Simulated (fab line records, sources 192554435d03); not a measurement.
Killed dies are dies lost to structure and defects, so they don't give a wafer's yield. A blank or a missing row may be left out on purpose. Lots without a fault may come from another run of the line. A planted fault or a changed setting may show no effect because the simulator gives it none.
fab line records | flow n5_finfet
record lots=15 wafers=45 last_day=17
route steps=1938 shown BEOL_M0@748 BEOL_M1@753
lots that met no fault: from a run of the same line without faults
start_h: hours from the record's first day to the start of the lot's first wafer shown | wait_h: hours since the lot's step before | " the same as in the row above | L1.1+2: a row that stands for several wafers | - no value, or no start given | * or withheld: withheld | < > ~ a bound
route shown NAME@n: a module of which the file shows steps, and the number in the route of the first | usual: mean/standard deviation of fault-free wafers | same: alike in all rows | chamber/n: place in a boat | sites: the reading at each site | _std_site: their standard deviation | _edge_site: outer sites' mean less inner sites' | radius_mm: how far each site lies from the wafer's centre | mask NAME#n: copy n | behind: the tool/chamber that last shaped the wafer | hold: why the lot was held/for how many hours/how that ended | device: the transistor (n, p or np) that didn't switch | end of line: the same wafers' tests at the end of the route | a step without rows: its recipe alone | killed: dies lost to structure and defects at the first sort, not the wafer's yield | map: a wafer's dies, x killed, . not, _ none there
set.NAME: the setting as run; set.NAME@STEP: as run at that earlier step | model.NAME: the simulator's own value behind a step, which no gauge read
steps of the route over a sample of lots; a table a step, a row a wafer
services: from which hour (start_h, from the record's first day; less than 0 if before it) a tool's chamber was out of use, for how many hours, and why
## steps
# step N5_BEOL_M0_DEP_125
# recipe material=SiCN target_thk_a=80 temp_c=withheld precursor=3MS/NH3 pressure_torr=3 rf_w=202 time_s=14
# usual showerhead_plenum_p_Torr=3.663/0.016 throttle_valve_pct=9.2/0.49
# columns lot.wafer tool chamber start_h wait_h showerhead_plenum_p_Torr since_wet_clean_h throttle_valve_pct
L469.2 pecvd-03 0 118.42 0.0 3.677 1004 9.6
L469.3 " 2 " " 3.655 220 8.4
L469.4 " 1 " " 3.682 - 9.8
L470.1 pecvd-02 2 129.88 0.0 3.649 2103 9.5
L470.2 " 1 " " 3.677 1378 9.3
L470.5 " 1 " " 3.682 - 9.5
L472.3 pecvd-03 1 138.16 0.0 3.674 1748 10.0
L472.5 " 2 " " 3.647 - 8.6
L472.6 " 0 " " 3.674 - 9.1
L474.1 pecvd-02 0 155.77 0.0 3.648 678 9.4
L474.3 " 1 " " 3.684 1403 9.5
L474.5 " 2 " " 3.654 - 9.4
L475.2 pecvd-02 2 159.31 0.0 3.651 2132 9.0
L475.5 " 0 " " 3.646 - 9.0
L475.6 " 2 " " 3.648 - 9.6
L479.1 pecvd-02 0 175.74 0.0 3.651 698 9.0
L479.3 " 2 " " 3.659 2148 9.2
L479.6 " 1 " " 3.680 - 9.5
L481.3 pecvd-01 1 193.45 0.0 3.694 1985 9.2
L481.4 " 1 " " 3.675 - 9.2
L481.5 " 0 " " 3.656 - 9.1
L482.1 pecvd-03 0 196.60 0.0 3.681 1082 9.3
L482.4 " 2 " " 3.652 - 8.7
L482.5 " 0 " " 3.675 - 9.6
L483.2 pecvd-02 1 203.08 0.0 3.679 1451 9.5
L483.3 " 0 " " 3.642 - 9.1
L483.5 " 1 " " 3.674 - 9.3
L487.4 pecvd-02 1 230.75 0.0 3.689 - 9.5
L487.5 " 1 " " 3.682 - 9.3
L487.6 " 0 " " 3.656 - 9.3
L488.1 pecvd-01 1 234.84 0.0 3.698 2026 9.2
L488.4 " 0 " " 3.654 - 9.1
L488.6 " 2 " " 3.647 - 8.7
L489.1 pecvd-01 1 239.73 0.0 3.698 2031 9.2
L489.2 " 0 " " 3.659 1306 9.2
L489.3 " 2 " " 3.643 552 8.6
L490.1 pecvd-02 0 247.41 0.0 3.642 770 9.3
L490.2 " 1 " " 3.676 1495 9.7
L490.3 " 2 " " 3.653 16 8.3
L491.1 pecvd-03 2 250.49 0.0 3.649 352 8.5
L491.3 " 1 " " 3.670 1861 9.8
L491.4 " 0 " " 3.667 - 9.2
L492.1 pecvd-03 2 260.42 0.0 3.652 362 8.3
L492.3 " 0 " " 3.672 1146 9.2
L492.6 " 2 " " 3.656 - 8.5
# step N5_BEOL_M1_PECVD_72
# recipe material=SiO2 target_thk_a=160 temp_c=400 precursor=TEOS/O2 pressure_torr=5.5 rf_w=450 teos_flow_sccm=53.8 gas=O2 flow_sccm=3000 time_s=18
# usual heater_power_w=724/99 showerhead_plenum_p_Torr=8.76/0.054 throttle_valve_pct=22.0/1.3
# columns lot.wafer tool chamber start_h wait_h heater_power_w showerhead_plenum_p_Torr since_wet_clean_h throttle_valve_pct
L469.2 pecvd-04 1 118.65 0.0 784 8.75 1548 21.1
L469.3 " 0 " " 614 8.72 823 21.8
L469.4 " 2 " " 929 8.74 - 20.3
L470.1 pecvd-01 0 130.13 0.0 758 8.74 1197 22.3
L470.2 " 1 " " 632 8.91 1922 22.7
L470.5 " 0 " " 767 8.76 - 22.4
L472.3 pecvd-01 0 138.40 0.0 651 8.72 1205 22.4
L472.5 " 0 " " 672 8.75 - 22.4
L472.6 " 1 " " 564 8.87 - 22.7
L474.1 pecvd-03 1 156.01 0.0 682 8.83 1766 24.5
L474.3 " 2 " " 749 8.70 258 20.9
L474.5 " 0 " " 868 8.81 - 23.1
L475.2 pecvd-03 2 159.55 0.0 769 8.73 261 20.9
L475.5 " 1 " " 648 8.80 - 24.6
L475.6 " 2 " " 770 8.70 - 20.8
L479.1 pecvd-03 1 175.97 0.0 637 8.79 1786 24.4
L479.3 " 2 " " 731 8.72 278 21.0
L479.6 " 1 " " 639 8.81 - 24.6
L481.3 pecvd-03 0 193.70 0.1 870 8.80 - 23.4
L481.4 " 2 " " 639 8.70 - 21.0
L481.5 " 0 " " 853 8.82 - 22.9
L482.1 pecvd-04 0 196.85 0.0 614 8.71 901 21.6
L482.4 " 2 " " 806 8.75 - 21.0
L482.5 " 0 " " 624 8.72 - 21.7
L483.2 pecvd-04 2 203.34 0.0 895 8.77 353 20.9
L483.3 " 2 " " 904 8.75 - 20.9
L483.5 " 2 " " 911 8.75 - 21.3
L487.4 pecvd-03 2 231.00 0.1 645 8.73 - 20.8
L487.5 " 1 " " 655 8.83 - 24.7
L487.6 " 0 " " 857 8.82 - 22.9
L488.1 pecvd-03 1 235.07 0.0 701 8.80 1845 24.6
L488.4 " 2 " " 690 8.70 - 21.1
L488.6 " 0 " " 759 8.81 - 23.3
L489.1 pecvd-04 1 239.96 0.0 793 8.75 1669 21.1
L489.2 " 0 " " 658 8.74 944 21.6
L489.3 " 0 " " 668 8.74 - 21.7
L490.1 pecvd-01 1 247.66 0.0 659 8.91 2039 22.8
L490.2 " 2 " " 655 8.71 560 21.4
L490.3 " 0 " " 712 8.75 1314 22.5
L491.1 pecvd-01 1 250.74 0.0 577 8.91 2042 22.6
L491.3 " 0 " " 763 8.77 1317 22.8
L491.4 " 1 " " 601 8.89 - 22.6
L492.1 pecvd-03 2 260.66 0.0 668 8.71 363 20.9
L492.3 " 0 " " 812 8.80 1146 22.9
L492.6 " 2 " " 652 8.71 - 20.7
# step N5_BEOL_M1_DEVELOP_10
# recipe develop_time_s=30 developer=TMAH resist=CAR-EUV rinse_liquid=surfactant_rinse dry=air_spin dev_temp_c=23
# usual chill_plate_temp_C=23.01/0.11 develop_time_s=30/0 developer_temp_C=22.99/0.11
# columns lot.wafer tool chamber start_h wait_h chill_plate_temp_C develop_time_s developer_temp_C
L469.2 litho_track-02 0 119.70 - 23.20 30 23.00
L469.3 " 0 " " 22.95 30 22.97
L469.4 " 0 " " 22.94 30 23.14
L470.1 litho_track-02 0 130.90 - 22.97 30 22.91
L470.2 " 0 " " 23.25 30 22.91
L470.5 " 0 " " 23.07 30 23.00
L472.3 litho_track-04 0 141.23 - 23.01 30 23.02
L472.5 " 0 " " 22.98 30 23.19
L472.6 " 0 " " 23.12 30 23.00
L474.1 litho_track-02 0 157.33 - 22.98 30 22.90
L474.3 " 0 " " 22.94 30 22.93
L474.5 " 0 " " 22.94 30 22.92
L475.2 litho_track-04 0 160.41 - 23.04 30 23.07
L475.5 " 0 " " 23.00 30 23.20
L475.6 " 0 " " 23.14 30 22.94
L479.1 litho_track-02 0 179.31 - 22.98 30 23.02
L479.3 " 0 " " 22.80 30 22.94
L479.6 " 0 " " 23.06 30 23.10
L481.3 litho_track-02 - 194.70 - - - -
L481.4 " - " " - - -
L481.5 " - " " - - -
L482.1 litho_track-04 - 198.51 - - - -
L482.4 " - " " - - -
L482.5 " - " " - - -
L483.2 litho_track-04 - 203.88 - - - -
L483.3 " - " " - - -
L483.5 " - " " - - -
L487.4 litho_track-04 0 232.42 - 22.96 30 23.01
L487.5 " 0 " " 23.12 30 23.15
L487.6 " 0 " " 22.99 30 23.05
L488.1 litho_track-04 0 238.22 - 23.05 30 22.76
L488.4 " 0 " " 22.85 30 22.76
L488.6 " 0 " " 23.07 30 22.87
L489.1 litho_track-02 0 241.86 - 22.98 30 22.86
L489.2 " 0 " " 22.84 30 23.12
L489.3 " 0 " " 23.05 30 22.79
L490.1 litho_track-04 0 248.55 - 23.14 30 22.90
L490.2 " 0 " " 23.11 30 22.87
L490.3 " 0 " " 23.12 30 22.96
L491.1 litho_track-05 0 252.62 - 23.02 30 22.79
L491.3 " 0 " " 23.07 30 22.88
L491.4 " 0 " " 23.06 30 22.87
L492.1 litho_track-04 0 262.62 - 23.03 30 22.99
L492.3 " 0 " " 22.88 30 22.95
L492.6 " 0 " " 22.91 30 23.00
# step N5_BEOL_M1_OVL_MEAS_12
# recipe points_per_wafer=522
# usual M1_OVL=-0.4/0.72
# columns lot.wafer tool chamber start_h wait_h M1_OVL[nm]
L469.2 overlay-01 0 119.79 0.0 -0.7
L469.3 " 0 " " -0.3
L469.4 " 0 " " -0.7
L470.1 overlay-01 0 130.99 0.0 0.3
L470.2 " 0 " " -0.2
L470.5 " 0 " " 0.8
L472.3 overlay-01 0 141.33 0.0 1.4
L472.5 " 0 " " 0.6
L472.6 " 0 " " -0.4
L474.1 overlay-01 0 157.42 0.0 -0.1
L474.3 " 0 " " -0.9
L474.5 " 0 " " -0.5
L475.2 overlay-02 0 160.50 0.0 -0.3
L475.5 " 0 " " -0.5
L475.6 " 0 " " -0.7
L479.1 overlay-01 0 179.40 0.0 0.2
L479.3 " 0 " " -0.1
L479.6 " 0 " " 0.6
L481.3 overlay-02 0 194.80 0.0 -
L481.4 " 0 " " -
L481.5 " 0 " " -
L482.1 overlay-02 0 198.60 0.0 -
L482.4 " 0 " " -
L482.5 " 0 " " -
L483.2 overlay-02 0 203.98 0.0 -
L483.3 " 0 " " -
L483.5 " 0 " " -
L487.4 overlay-02 0 232.52 0.0 -0.4
L487.5 " 0 " " -0.1
L487.6 " 0 " " -0.2
L488.1 overlay-01 0 238.31 0.0 -0.6
L488.4 " 0 " " -0.6
L488.6 " 0 " " -1.3
L489.1 overlay-01 0 241.95 0.0 -0.2
L489.2 " 0 " " -1.5
L489.3 " 0 " " -1.2
L490.1 overlay-01 0 248.63 0.0 -0.8
L490.2 " 0 " " -0.8
L490.3 " 0 " " -0.3
L491.1 overlay-01 0 252.71 0.0 -0.6
L491.3 " 0 " " 0.1
L491.4 " 0 " " -0.7
L492.1 overlay-01 0 262.71 0.0 -2.0
L492.3 " 0 " " -1.1
L492.6 " 0 " " 0.8
## services
# columns tool chamber start_h hours kind
pecvd-04 0 98.25 5.5 scheduled_down
litho_track-04 - 102.89 - consumable_replace:filter
pecvd-01 1 121.59 2.1 scheduled_down
pecvd-02 2 130.08 5.5 scheduled_down
pecvd-01 1 145.26 4.8 repair
pecvd-04 - 147.46 1.8 repair
pecvd-03 1 182.27 23.1 repair
pecvd-04 1 199.92 5.5 scheduled_down
pecvd-02 2 202.38 - clean
pecvd-02 2 202.38 - consumable_replace:showerhead
pecvd-02 2 202.38 29.0 scheduled_down
pecvd-02 2 202.38 29.0 vent_cycle
pecvd-03 - 204.38 14.6 pm
pecvd-02 0 222.07 5.5 scheduled_down
pecvd-02 - 227.83 0.8 repair
pecvd-04 2 239.49 10.0 repair
pecvd-04 2 249.51 2.1 scheduled_down
pecvd-03 2 250.98 2.1 scheduled_down
pecvd-02 1 254.31 5.5 scheduled_down
## key
first_sign step=N5_BEOL_M1_DEVELOP_10 reading=tool_record direction=missing
effect none on later readings
met_at N5_BEOL_M1_DEVELOP_10
struck_lots L481,L482,L483
later_rows_left_out L481.3,L481.4,L481.5,L482.1,L482.4,L482.5,L483.2,L483.3,L483.5
sort_left_out L481.3,L481.4,L481.5,L482.1,L482.4,L482.5,L483.2,L483.3,L483.5
not_acting_at N5_BEOL_M0_DEP_125,N5_BEOL_M1_PECVD_72,N5_BEOL_M1_OVL_MEAS_12
onset_between 179.31 194.70
fault kind=skipped_step_whole tool=litho_track-02,litho_track-04 chamber=- onset_h=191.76 steps=N5_BEOL_M1_DEVELOP_10 scope=struck_lots_only
# sort_left_out: the simulated sort isn't trusted on such a fault, so these wafers' sort isn't shown, and their yield isn't known
# later_rows_left_out: the simulator's readings of these wafers behind a module that went badly wrong aren't trusted and aren't shown, but for the sort
